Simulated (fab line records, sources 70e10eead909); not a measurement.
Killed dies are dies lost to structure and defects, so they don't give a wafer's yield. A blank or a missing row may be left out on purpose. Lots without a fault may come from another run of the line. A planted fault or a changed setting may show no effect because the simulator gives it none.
Chamber matching | flow nand_harc | NHARC_HYBRID_BOND_ACTIVATE_00 on rie_diel-04: 4 sister chambers
The step chemistry N2, time 60 s. 20 wafers are shown with their chamber, then 10 later ones without.

WAFERS WITH THEIR CHAMBER
wafer  | chamber | drypump_motor_current_A (A) | oes_product_au (a.u.) | rf_vpp_V (V)
L297.2 | 3       | 5.8                         | 0.994                 | 65.1
L297.4 | 0       | 6.2                         | 0.997                 | 64.5
L297.6 | 1       | 5.7                         | 0.994                 | 65.7
L299.1 | 0       | 6.2                         | 0.986                 | 63.6
L299.4 | 1       | 5.7                         | 0.969                 | 64.2
L299.6 | 0       | 6.2                         | 0.986                 | 63.4
L302.1 | 1       | 5.7                         | 0.977                 | 64.5
L300.3 | 3       | 5.8                         | 1.001                 | 65.0
L300.5 | 3       | 5.8                         | 0.987                 | 64.1
L300.6 | 0       | 6.2                         | 0.997                 | 64.4
L303.1 | 2       | 5.4                         | 1.000                 | 63.2
L303.3 | 1       | 5.7                         | 0.991                 | 63.4
L313.2 | 1       | 5.7                         | 0.995                 | 65.4
L313.3 | 0       | 6.2                         | 0.978                 | 64.5
L313.6 | 1       | 5.7                         | 0.989                 | 64.1
L317.2 | 3       | 5.8                         | 1.009                 | 64.4
L317.3 | 2       | 5.4                         | 1.002                 | 64.9
L317.5 | 1       | 5.7                         | 0.979                 | 62.6
L316.2 | 3       | 5.8                         | 0.993                 | 64.2
L316.4 | 0       | 6.1                         | 0.978                 | 65.4

SIGNATURES (means of the wafers above)
reading                 | chamber 0 | chamber 1 | chamber 2 | chamber 3 | scatter within a chamber
drypump_motor_current_A | 6.183     | 5.700     | 5.400     | 5.800     | 0.0228
oes_product_au          | 0.98700   | 0.98486   | 1.00100   | 0.99680   | 0.0088
rf_vpp_V                | 64.300    | 64.271    | 64.050    | 64.560    | 0.861
Rule: a wafer's distance from a chamber is the root of the sum, over the readings, of the square of ((its reading less the chamber's mean) divided by the reading's scatter). The wafer belongs to the nearest chamber; if the next one is less than 2 further off, it can't be placed. The scatter: the root of (the sum of the squares of (reading less its chamber's mean) over the shown wafers, divided by (wafers less chambers)).

WAFERS WITHOUT THEIR CHAMBER
wafer  | drypump_motor_current_A (A) | oes_product_au (a.u.) | rf_vpp_V (V)
L316.5 | 5.7                         | 0.982                 | 63.0
L320.1 | 5.4                         | 1.010                 | 63.8
L320.5 | 5.4                         | 0.998                 | 65.8
L320.6 | 5.8                         | 1.006                 | 64.2
L318.1 | 5.8                         | 1.003                 | 64.1
L318.3 | 5.6                         | 0.991                 | 64.6
L318.5 | 5.4                         | 0.993                 | 64.0
L319.3 | 5.8                         | 1.003                 | 65.5
L319.5 | 5.7                         | 0.987                 | 64.5
L319.6 | 6.2                         | 0.985                 | 64.7

WHICH CHAMBER EACH WENT THROUGH
wafer  | from the rows above | in truth
L316.5 | 1                   | 1
L320.1 | 2                   | 2
L320.5 | 2                   | 2
L320.6 | 3                   | 3
L318.1 | 3                   | 3
L318.3 | 1                   | 1
L318.5 | 2                   | 2
L319.3 | 3                   | 3
L319.5 | 1                   | 1
L319.6 | 0                   | 0
Placed correctly: 10 of 10. Can't be placed from these rows: 0. Placed wrongly: 0.
